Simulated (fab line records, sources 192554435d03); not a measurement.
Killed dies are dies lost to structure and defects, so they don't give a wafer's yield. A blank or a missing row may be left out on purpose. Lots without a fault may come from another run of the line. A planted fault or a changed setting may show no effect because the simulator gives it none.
fab line records | flow n5_finfet
record lots=5 wafers=15 last_day=15
route steps=1938 shown BEOL_M7@1317 PASSIVATION@1936
lots that met no fault: from a run of the same line without faults
start_h: hours from the record's first day to the start of the lot's first wafer shown | wait_h: hours since the lot's step before | " the same as in the row above | L1.1+2: a row that stands for several wafers | - no value, or no start given | * or withheld: withheld | < > ~ a bound
route shown NAME@n: a module of which the file shows steps, and the number in the route of the first | usual: mean/standard deviation of fault-free wafers | same: alike in all rows | chamber/n: place in a boat | sites: the reading at each site | _std_site: their standard deviation | _edge_site: outer sites' mean less inner sites' | radius_mm: how far each site lies from the wafer's centre | mask NAME#n: copy n | behind: the tool/chamber that last shaped the wafer | hold: why the lot was held/for how many hours/how that ended | device: the transistor (n, p or np) that didn't switch | end of line: the same wafers' tests at the end of the route | a step without rows: its recipe alone | killed: dies lost to structure and defects at the first sort, not the wafer's yield | map: a wafer's dies, x killed, . not, _ none there
set.NAME: the setting as run; set.NAME@STEP: as run at that earlier step | model.NAME: the simulator's own value behind a step, which no gauge read
lots at some steps of the route; a table a step, a row a wafer
services: from which hour (start_h, from the record's first day; less than 0 if before it) a tool's chamber was out of use, for how many hours, and why
## steps
# step N5_BEOL_M7_CURE_75
# recipe temp_c=370 time_s=120 ambient=DMADMS/He material=SiCOH_lowk
# usual lamp_power_pct=52.31/0.048 wafer_temp_C_max=371.9/0.51
# columns lot.wafer tool chamber start_h wait_h lamp_power_pct wafer_temp_C_max
L326.3 uv_cure-03 2 207.91 0.3 52.31 372.1
L326.4 " 2 " " 52.25 372.4
L326.6 " 2 " " 52.30 371.6
L335.1 uv_cure-02 1 257.73 0.0 52.22 372.0
L335.5 " 1 " " 52.25 372.3
L335.6 " 1 " " 52.30 372.5
L336.1 uv_cure-01 1 268.16 0.1 52.29 371.9
L336.2 " 1 " " 52.34 371.5
L336.3 " 1 " " 52.30 372.7
L337.1 uv_cure-01 0 271.96 0.1 52.33 371.8
L337.3 " 0 " " 52.24 371.9
L337.5 " 0 " " 52.39 373.0
L339.1 uv_cure-01 0 293.75 0.0 52.27 372.3
L339.3 " 0 " " 52.38 373.7
L339.5 " 0 " " 52.34 371.9
# step N5_BEOL_M7_DEGAS_44
# recipe ambient=vacuum temp_c=250 time_s=60
# step N5_BEOL_M7_PRE_CLEAN_45
# recipe gas=H2/He time_s=30 temp_c=250
# usual heater_power_w=324/33
# columns lot.wafer tool chamber start_h wait_h heater_power_w
L326.3 pvd_sputter-02 - 208.40 0.0 328
L326.4 " - " " 333
L326.6 " - " " 341
L335.1 pvd_sputter-02 - 258.49 0.0 308
L335.5 " - " " 331
L335.6 " - " " 343
L336.1 pvd_sputter-01 - 268.53 0.0 377
L336.2 " - " " 309
L336.3 " - " " 309
L337.1 pvd_sputter-03 - 274.44 0.0 262
L337.3 " - " " 352
L337.5 " - " " 352
L339.1 pvd_sputter-02 - 294.49 0.0 336
L339.3 " - " " 297
L339.5 " - " " 324
# step N5_BEOL_M7_ALD_77
# recipe material=TaN target_thk_a=20 temp_c=275 ald_precursor_family=PDMAT ald_co_reactant=NH3 pressure_torr=3 carrier_flow_sccm=1500 pulse_time_s=2 purge_time_s=3 co_reactant_purge_time_s=2 co_reactant_pulse_time_s=3 ald_cycles=40 precursor_vessel_temp_c=75 precursor_vessel_pressure_torr=26.25 precursor_vessel_carrier_sccm=1000
# usual heater_power_w=404/38
# same purge_time_s=3
# columns lot.wafer tool chamber start_h wait_h heater_power_w
L326.3 ald_metal-02 0 208.48 0.1 390
L326.4 " 3 " " 377
L326.6 " 1 " " 438
L335.1 ald_metal-01 3 258.78 0.3 380
L335.5 " 0 " " 418
L335.6 " 1 " " 501
L336.1 ald_metal-01 2 268.59 0.0 409
L336.2 " 1 " " 505
L336.3 " 0 " " 422
L337.1 ald_metal-03 3 274.50 0.0 354
L337.3 " 0 " " 384
L337.5 " 0 " " 379
L339.1 ald_metal-02 0 294.55 0.0 396
L339.3 " 1 " " 427
L339.5 " 3 " " 375
# step N5_BEOL_M7_SURFACE_TREAT_79
# recipe gas=Ar time_s=* ion_energy_ev=* ion_current_ma_cm2=0.5 pressure_mtorr=* ar_flow_sccm=30
# step N5_BEOL_M7_CVD_78
# recipe material=Co target_thk_a=20 temp_c=withheld precursor=CCTBA/H2 pressure_torr=30 time_s=142.3
# step N5_BEOL_M7_SPUTTER_48
# recipe material=Cu target_thk_a=100 temp_c=-20 bias_v=60 power_w=26000 chamber_pressure_pa=0.13 time_s=1.667
# step N5_BEOL_M7_ECD_50
# recipe material=Cu target_thk_a=3000
# step N5_BEOL_M7_ANNEAL_51
# recipe temp_c=225 time_s=90 ambient=N2
# usual wafer_temp_C_max=226.2/0.54
# columns lot.wafer tool chamber start_h wait_h wafer_temp_C_max
L326.3 rtp_anneal-01 0 209.97 0.7 226.3
L326.4 " 0 " " 226.2
L326.6 " 0 " " 226.2
L335.1 rtp_anneal-02 0 260.46 0.5 225.8
L335.5 " 0 " " 225.3
L335.6 " 0 " " 225.7
L336.1 rtp_anneal-02 0 270.32 1.1 225.6
L336.2 " 0 " " 225.5
L336.3 " 0 " " 225.7
L337.1 rtp_anneal-01 0 275.21 0.1 227.3
L337.3 " 0 " " 226.8
L337.5 " 0 " " 226.5
L339.1 rtp_anneal-01 0 295.31 0.1 226.5
L339.3 " 0 " " 226.7
L339.5 " 0 " " 226.7
# step N5_BEOL_M7_CMP_52
# recipe stop_on=SiCOH_lowk t_overpolish_s=6.9 down_force_psi=1 platen_rpm=50 clearing_platen_down_force_psi=1.5 clearing_platen_rpm=50 post_cmp_clean=cu_alkaline target_thk_nm=80 clearing_platen_pad_velocity_m_s=0.99484 pad_velocity_m_s=0.99484
# usual barrier_field_endpoint_s=29.1/0.8 motor_current_A=5.9/0.55 overpolish_run_s=6.901/0.0081 time_to_endpoint_s=64.1/2.8
# columns lot.wafer tool chamber start_h wait_h barrier_field_endpoint_s motor_current_A overpolish_run_s time_to_endpoint_s
L326.4 cmp-02 3 210.25 0.2 28.3 5.9 6.905 62.4
L326.3 " 0 " " 28.8 6.1 6.899 64.2
L326.6 " 1 " " 28.7 6.6 6.897 61.8
L335.1 cmp-01 3 260.79 0.3 29.4 5.3 6.906 65.0
L335.6 " 2 " " 30.0 5.3 6.903 65.2
L335.5 " 3 " " 29.2 5.7 6.913 65.3
L336.1 cmp-01 2 270.63 0.3 29.4 5.3 6.919 68.8
L336.2 " 0 " " 29.7 5.2 6.902 66.2
L336.3 " 1 " " 29.8 4.9 6.902 66.2
L337.3 cmp-02 2 275.52 0.2 29.0 6.4 6.911 65.4
L337.1 " 1 " " 29.3 6.6 6.895 68.3
L337.5 " 2 " " 30.6 6.4 6.901 67.8
L339.3 cmp-01 1 295.60 0.2 30.6 5.0 6.890 67.1
L339.1 " 3 " " 30.1 5.4 6.913 63.1
L339.5 " 2 " " 29.3 5.1 6.898 64.2
# step N5_BEOL_M7_THK_MEAS_53
# recipe thk_meas_gauge=xrf reads=Cu_of_BEOL_M7_ECD_50
# usual M7_THK=81.1/2.2
# columns lot.wafer tool chamber start_h wait_h M7_THK[nm]
L326.3 film_metro-02 - 210.47 - 79.9
L326.4 " - " " 79.0
L326.6 " - " " 80.0
L335.1 film_metro-02 - 261.05 - 83.2
L335.5 " - " " 84.9
L335.6 " - " " 83.5
L336.1 film_metro-02 - 270.92 - 83.3
L336.2 " - " " 80.9
L336.3 " - " " 81.7
L337.1 film_metro-02 - 275.82 - 83.6
L337.3 " - " " 80.1
L337.5 " - " " 81.5
L339.1 film_metro-02 - 295.90 - 79.3
L339.3 " - " " 84.7
L339.5 " - " " 82.5
# step N5_BEOL_M7_PRE_CLEAN_55
# recipe gas=NH3 time_s=15 temp_c=withheld rf_power_w=300
# step N5_BEOL_M7_DEP_56
# recipe material=SiCN target_thk_a=100 temp_c=withheld precursor=3MS/NH3 pressure_torr=3 rf_w=202 time_s=17.5
# usual showerhead_plenum_p_Torr=3.657/0.012 throttle_valve_pct=9.0/0.54
# columns lot.wafer tool chamber start_h wait_h showerhead_plenum_p_Torr throttle_valve_pct model.SiCN_of_BEOL_M7_DEP_56.thk_nm
L326.3 pecvd-03 2 210.53 0.0 3.641 9.2 10
L326.4 " 0 " " 3.675 8.8 10.2
L326.6 " 1 " " 3.675 9.4 10.2
L335.1 pecvd-02 1 261.11 0.0 3.651 9.2 9.8
L335.5 " 1 " " 3.647 9.3 10
L335.6 " 2 " " 3.652 8.1 10.2
L336.1 pecvd-03 0 270.98 0.0 3.684 8.9 9.8
L336.2 " 2 " " 3.632 9.0 9.8
L336.3 " 1 " " 3.675 9.5 10
L337.1 pecvd-02 1 275.88 0.0 3.656 9.6 10.2
L337.3 " 2 " " 3.646 8.3 10.2
L337.5 " 0 " " 3.660 8.8 10.6
L339.1 pecvd-04 1 295.96 0.0 3.666 8.9 10
L339.3 " 0 " " 3.659 10.0 9.8
L339.5 " 2 " " 3.663 8.1 10.2
# step N5_BEOL_M7_RS_MEAS_57
# recipe thk_meas_gauge=four-point-probe reads=Cu_of_BEOL_M7_ECD_50+Co_of_BEOL_M7_CVD_78+TaN_of_BEOL_M7_ALD_77
# usual M7_RS=0.283/0.0092
# columns lot.wafer tool chamber start_h wait_h M7_RS[ohm/sq]
L326.3 film_metro-02 - 210.60 0.1 0.288
L326.4 " - " " 0.291
L326.6 " - " " 0.289
L335.1 film_metro-02 - 261.18 0.1 0.276
L335.5 " - " " 0.269
L335.6 " - " " 0.273
L336.1 film_metro-02 - 271.05 0.1 0.278
L336.2 " - " " 0.287
L336.3 " - " " 0.281
L337.1 film_metro-02 - 275.96 0.1 0.275
L337.3 " - " " 0.289
L337.5 " - " " 0.283
L339.1 film_metro-02 - 296.03 0.1 0.293
L339.3 " - " " 0.273
L339.5 " - " " 0.281
# step N5_PASSIVATION_PROBE_49
# usual defect_limited_yield=91.1/1.4 killed_at_M0_to_M3=33/9.1 killed_at_M4_up=14/5.6 killed_at_contacts=13/5.7 killed_at_front_end=42/12 killed_at_other=4/3 killed_dies=105/16 killed_on_rim=13/4 killed_open=69/11 killed_short=34/7.5 sort_bin_5_function=5.2/0.91 sort_bin_6_memory=3.3/0.64 sort_n_pass=1075/16 sort_yield_pct=91.1/1.4
# same gross_dies=1180 killed_at_back_side=0 sort_bin_4_leakage[%]=0 sort_bin_8_speed[%]=0
# columns lot.wafer tool chamber start_h wait_h defect_limited_yield[%] killed_at_M0_to_M3 killed_at_M4_up killed_at_contacts killed_at_front_end killed_at_other killed_dies killed_on_rim killed_open killed_short sort_bin_5_function[%] sort_bin_6_memory[%] sort_n_pass sort_yield_pct[%]
L326.3 prober-01 - 274.16 0.1 90.8 35 17 10 42 4 108 14 70 34 5.1 3.6 1072 90.8
L326.4 prober-01 - 274.21 0.2 91.4 43 19 6 32 1 101 18 71 30 5.0 3.3 1079 91.4
L326.6 prober-01 - 274.31 0.3 89.7 58 22 6 34 2 122 14 80 39 6.5 3.6 1058 89.7
L336.1 prober-02 - 341.45 0.0 92.4 34 11 13 30 2 90 12 60 29 4.2 2.8 1090 92.4
L336.2 prober-02 - 341.50 0.1 94.1 29 12 6 23 0 70 8 49 21 3.4 2.3 1110 94.1
L336.3 prober-02 - 341.55 0.1 93.3 31 12 4 28 4 79 5 55 24 4.4 1.8 1101 93.3
L337.1 prober-01 - 344.70 0.0 90.4 29 5 18 52 9 113 10 84 28 5.9 3.5 1067 90.4
L337.3 prober-01 - 344.80 0.1 89.3 35 15 21 51 4 126 21 86 38 6.9 3.4 1054 89.3
L337.5 prober-01 - 344.90 0.2 91.4 28 17 14 41 2 102 13 63 34 4.3 3.7 1078 91.4
L339.1 prober-02 - 362.44 0.0 91.4 26 21 8 46 0 101 11 71 30 4.3 3.6 1079 91.4
L339.3 prober-02 - 362.54 0.1 91.9 27 13 11 39 5 95 12 62 32 5.6 2.4 1085 91.9
L339.5 prober-02 - 362.64 0.2 89.4 36 26 11 47 5 125 15 81 44 6.3 3.4 1055 89.4
# killed by level:class
L326.3 BEOL_M1:geometric_particle:open=9 BEOL_M4:geometric_particle:open=8 FIN_SAQP:geometric_particle:open=7 BEOL_M2:geometric_particle:open=7 GATE_CUT:geometric_particle:short=7 FIN_SAQP:geometric_particle:short=6 STI_FIN_REVEAL:geometric_particle:open=6 BEOL_M0_SAQP:geometric_particle:short=5
L326.4 FIN_SAQP:geometric_particle:open=9 BEOL_M0_SAQP:geometric_particle:short=9 BEOL_M0_SAQP:geometric_particle:open=7 BEOL_M1:geometric_particle:open=7 BEOL_M2:geometric_particle:open=7 BEOL_M3:geometric_particle:open=6 BEOL_M4:geometric_particle:open=6 MOL_CONTACT_COAG:geometric_particle:open=5
L326.6 BEOL_M0_SAQP:geometric_particle:open=19 BEOL_M0_SAQP:geometric_particle:short=13 BEOL_M4:geometric_particle:open=11 BEOL_M2:geometric_particle:open=9 BEOL_M1:geometric_particle:open=8 STI_FIN_REVEAL:geometric_particle:open=7 GATE_CUT:geometric_particle:short=5 FIN_SAQP:geometric_particle:open=4
L336.1 MOL_CONTACT_COAG:geometric_particle:open=12 BEOL_M3:geometric_particle:open=9 BEOL_M0_SAQP:geometric_particle:open=7 BEOL_M0_SAQP:geometric_particle:short=6 GATE_CUT:geometric_particle:short=5 FIN_SAQP:geometric_particle:open=4 BEOL_M1:geometric_particle:open=4 BEOL_M2:geometric_particle:open=4
L336.2 BEOL_M0_SAQP:geometric_particle:open=8 BEOL_M2:geometric_particle:open=7 BEOL_M0_SAQP:geometric_particle:short=6 BEOL_M3:geometric_particle:open=6 BEOL_M4:geometric_particle:open=6 FIN_SAQP:geometric_particle:short=4 MOL_CONTACT_COAG:geometric_particle:open=4 STARTING-WAFER:geometric_particle:short=4
L336.3 BEOL_M2:geometric_particle:open=12 STI_FIN_REVEAL:geometric_particle:open=6 FIN_SAQP:geometric_particle:open=5 FIN_SAQP:geometric_particle:short=5 BEOL_M0_SAQP:geometric_particle:short=5 BEOL_M1:geometric_particle:open=5 BEOL_M4:geometric_particle:open=5 MOL_CONTACT_COAG:geometric_particle:open=4
L337.1 FIN_SAQP:geometric_particle:open=18 MOL_CONTACT_COAG:geometric_particle:open=15 STI_FIN_REVEAL:geometric_particle:open=11 BEOL_M1:geometric_particle:open=7 BEOL_M3:geometric_particle:open=7 FIN_SAQP:geometric_particle:short=6 BEOL_M2:geometric_particle:open=5 BEOL_M3:geometric_particle:short=5
L337.3 STI_FIN_REVEAL:geometric_particle:open=29 MOL_CONTACT_COAG:geometric_particle:open=15 BEOL_M3:geometric_particle:open=12 BEOL_M2:geometric_particle:open=8 MOL_CONTACT_COAG:geometric_particle:short=6 BEOL_M0_SAQP:geometric_particle:short=6 BEOL_M5:geometric_particle:short=5 FIN_SAQP:geometric_particle:short=3
L337.5 STI_FIN_REVEAL:geometric_particle:open=10 BEOL_M2:geometric_particle:open=10 MOL_CONTACT_COAG:geometric_particle:open=9 BEOL_M3:geometric_particle:open=8 BEOL_M4:geometric_particle:open=8 FIN_SAQP:geometric_particle:short=5 MOL_CONTACT_COAG:geometric_particle:short=5 BEOL_M4:geometric_particle:short=5
L339.1 FIN_SAQP:geometric_particle:open=14 BEOL_M4:geometric_particle:open=9 DUMMY_GATE:geometric_particle:open=7 BEOL_M0_SAQP:geometric_particle:short=7 BEOL_M2:geometric_particle:open=7 MOL_CONTACT_COAG:geometric_particle:open=6 STARTING-WAFER:geometric_particle:open=5 BEOL_M0_SAQP:geometric_particle:open=5
L339.3 MOL_CONTACT_COAG:geometric_particle:open=9 BEOL_M4:geometric_particle:open=9 FIN_SAQP:geometric_particle:open=7 FIN_SAQP:geometric_particle:short=6 BEOL_M0_SAQP:geometric_particle:open=6 GATE_CUT:geometric_particle:open=5 BEOL_M2:geometric_particle:open=5 BEOL_M3:geometric_particle:open=4
L339.5 BEOL_M4:geometric_particle:open=16 BEOL_M1:geometric_particle:open=9 MOL_CONTACT_COAG:geometric_particle:open=7 BEOL_M0_SAQP:geometric_particle:short=7 BEOL_M2:geometric_particle:open=7 FIN_SAQP:geometric_particle:short=6 BEOL_M3:geometric_particle:open=6 STI_FIN_REVEAL:geometric_particle:open=5
## services
# columns tool chamber start_h hours kind
cmp-01 - 186.22 - consumable_replace:conditioner
cmp-01 - 186.22 - consumable_replace:pad
cmp-01 - 186.22 4.1 pm
pecvd-02 1 195.84 18.6 repair
pecvd-03 1 204.64 2.1 scheduled_down
ald_metal-03 - 217.57 1.8 repair
cmp-02 - 220.16 4.0 pm
pecvd-04 2 226.18 5.5 scheduled_down
uv_cure-01 - 226.58 28.1 pm
ald_metal-01 0 234.92 2.9 repair
cmp-01 - 238.83 2.8 repair
cmp-02 - 243.49 2.6 repair
ald_metal-02 2 254.25 10.7 repair
pecvd-03 - 254.60 0.9 repair
uv_cure-01 - 254.68 1.0 pm
pecvd-04 1 258.07 2.8 repair
uv_cure-03 - 269.52 7.5 pm
pecvd-04 - 277.54 5.4 repair
uv_cure-01 - 284.06 7.5 pm
ald_metal-03 - 291.59 6.4 repair
## key
first_sign none at tools or gauges
model_effect step=N5_BEOL_M7_DEP_56 value=SiCN_of_BEOL_M7_DEP_56.thk_nm without=10.2 struck=10.6
met_at N5_BEOL_M7_DEP_56
struck_wafers L337.5
onset_between 261.11 275.88
fault kind=process_parameter_drift tool=pecvd-02 chamber=- onset_h=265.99 steps=N5_BEOL_M7_DEP_56 channel=time_s offset=* shape=step end_h=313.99 scope=struck_wafers_only acts_in=* stated=*
